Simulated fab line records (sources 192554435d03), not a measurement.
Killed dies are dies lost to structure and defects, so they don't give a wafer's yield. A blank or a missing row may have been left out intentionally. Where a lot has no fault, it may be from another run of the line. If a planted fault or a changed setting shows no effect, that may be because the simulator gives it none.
Matching of chambers :: flow n5-finfet :: rie-diel-04 running N5_BEOL_M10_DESCUM_33: 4 sister chambers
The step chemistry O2, time 7.9 s. 16 wafers are shown with their chamber, then 8 later ones without.

WAFERS PAIRED WITH THEIR CHAMBERS
wafer: L074.1
chamber: 1
drypump-motor-current-A (A): 4.7
showerhead-plenum-p-Torr (Torr): 2.05
throttle-valve-pct (%): 20.64

wafer: L074.5
chamber: 0
drypump-motor-current-A (A): 5.5
showerhead-plenum-p-Torr (Torr): 2.13
throttle-valve-pct (%): 20.54

wafer: L074.6
chamber: 1
drypump-motor-current-A (A): 4.7
showerhead-plenum-p-Torr (Torr): 2.05
throttle-valve-pct (%): 20.64

wafer: L077.1
chamber: 2
drypump-motor-current-A (A): 5.7
showerhead-plenum-p-Torr (Torr): 2.14
throttle-valve-pct (%): 20.71

wafer: L077.2
chamber: 3
drypump-motor-current-A (A): 5.4
showerhead-plenum-p-Torr (Torr): 2.12
throttle-valve-pct (%): 20.63

wafer: L077.6
chamber: 0
drypump-motor-current-A (A): 5.5
showerhead-plenum-p-Torr (Torr): 2.12
throttle-valve-pct (%): 20.55

wafer: L081.2
chamber: 0
drypump-motor-current-A (A): 5.5
showerhead-plenum-p-Torr (Torr): 2.12
throttle-valve-pct (%): 20.59

wafer: L081.4
chamber: 3
drypump-motor-current-A (A): 5.4
showerhead-plenum-p-Torr (Torr): 2.11
throttle-valve-pct (%): 20.65

wafer: L081.6
chamber: 1
drypump-motor-current-A (A): 4.7
showerhead-plenum-p-Torr (Torr): 2.05
throttle-valve-pct (%): 20.27

wafer: L088.1
chamber: 0
drypump-motor-current-A (A): 5.5
showerhead-plenum-p-Torr (Torr): 2.11
throttle-valve-pct (%): 20.60

wafer: L088.2
chamber: 2
drypump-motor-current-A (A): 5.7
showerhead-plenum-p-Torr (Torr): 2.13
throttle-valve-pct (%): 20.75

wafer: L088.3
chamber: 1
drypump-motor-current-A (A): 4.8
showerhead-plenum-p-Torr (Torr): 2.05
throttle-valve-pct (%): 20.28

wafer: L087.3
chamber: 0
drypump-motor-current-A (A): 5.5
showerhead-plenum-p-Torr (Torr): 2.11
throttle-valve-pct (%): 20.57

wafer: L087.5
chamber: 3
drypump-motor-current-A (A): 5.4
showerhead-plenum-p-Torr (Torr): 2.11
throttle-valve-pct (%): 20.66

wafer: L087.6
chamber: 0
drypump-motor-current-A (A): 5.5
showerhead-plenum-p-Torr (Torr): 2.11
throttle-valve-pct (%): 20.58

wafer: L090.1
chamber: 1
drypump-motor-current-A (A): 4.7
showerhead-plenum-p-Torr (Torr): 2.04
throttle-valve-pct (%): 20.28

SIGNATURES, as means of the wafers listed above
reading: drypump-motor-current-A
chamber 0: 5.500
chamber 1: 4.720
chamber 2: 5.700
chamber 3: 5.400
scatter within a chamber: 0.0258

reading: showerhead-plenum-p-Torr
chamber 0: 2.1167
chamber 1: 2.0480
chamber 2: 2.1350
chamber 3: 2.1133
scatter within a chamber: 0.00665

reading: throttle-valve-pct
chamber 0: 20.5717
chamber 1: 20.4220
chamber 2: 20.7300
chamber 3: 20.6467
scatter within a chamber: 0.116
Rule: distance of a wafer from a chamber = root of the sum over the readings of ((wafer's reading minus chamber's mean) / reading's scatter) squared. If the next closest chamber is less than 2 further off than the closest, the wafer can't be placed; otherwise it belongs to the closest. The scatter: the root of (the sum of the squares of (reading less its chamber's mean) over the shown wafers, divided by (wafers less chambers)).

WAFERS MISSING THEIR CHAMBER
wafer: L090.2
drypump-motor-current-A (A): 5.5
showerhead-plenum-p-Torr (Torr): 2.11
throttle-valve-pct (%): 20.59

wafer: L090.5
drypump-motor-current-A (A): 4.7
showerhead-plenum-p-Torr (Torr): 2.04
throttle-valve-pct (%): 20.29

wafer: L091.3
drypump-motor-current-A (A): 5.4
showerhead-plenum-p-Torr (Torr): 2.11
throttle-valve-pct (%): 20.66

wafer: L091.4
drypump-motor-current-A (A): 4.7
showerhead-plenum-p-Torr (Torr): 2.04
throttle-valve-pct (%): 20.29

wafer: L091.6
drypump-motor-current-A (A): 5.5
showerhead-plenum-p-Torr (Torr): 2.11
throttle-valve-pct (%): 20.60

wafer: L094.1
drypump-motor-current-A (A): 5.4
showerhead-plenum-p-Torr (Torr): 2.11
throttle-valve-pct (%): 20.67

wafer: L094.2
drypump-motor-current-A (A): 4.8
showerhead-plenum-p-Torr (Torr): 2.04
throttle-valve-pct (%): 20.30

wafer: L094.3
drypump-motor-current-A (A): 5.7
showerhead-plenum-p-Torr (Torr): 2.12
throttle-valve-pct (%): 20.78

THE CHAMBER EACH PASSED THROUGH
wafer: L090.2
from the rows above: 0
in truth: 0

wafer: L090.5
from the rows above: 1
in truth: 1

wafer: L091.3
from the rows above: 3
in truth: 3

wafer: L091.4
from the rows above: 1
in truth: 1

wafer: L091.6
from the rows above: 0
in truth: 0

wafer: L094.1
from the rows above: 3
in truth: 3

wafer: L094.2
from the rows above: 1
in truth: 1

wafer: L094.3
from the rows above: 2
in truth: 2
Placed correctly: 8 of 8. From these rows, 0 cannot be placed. Number placed wrongly: 0.
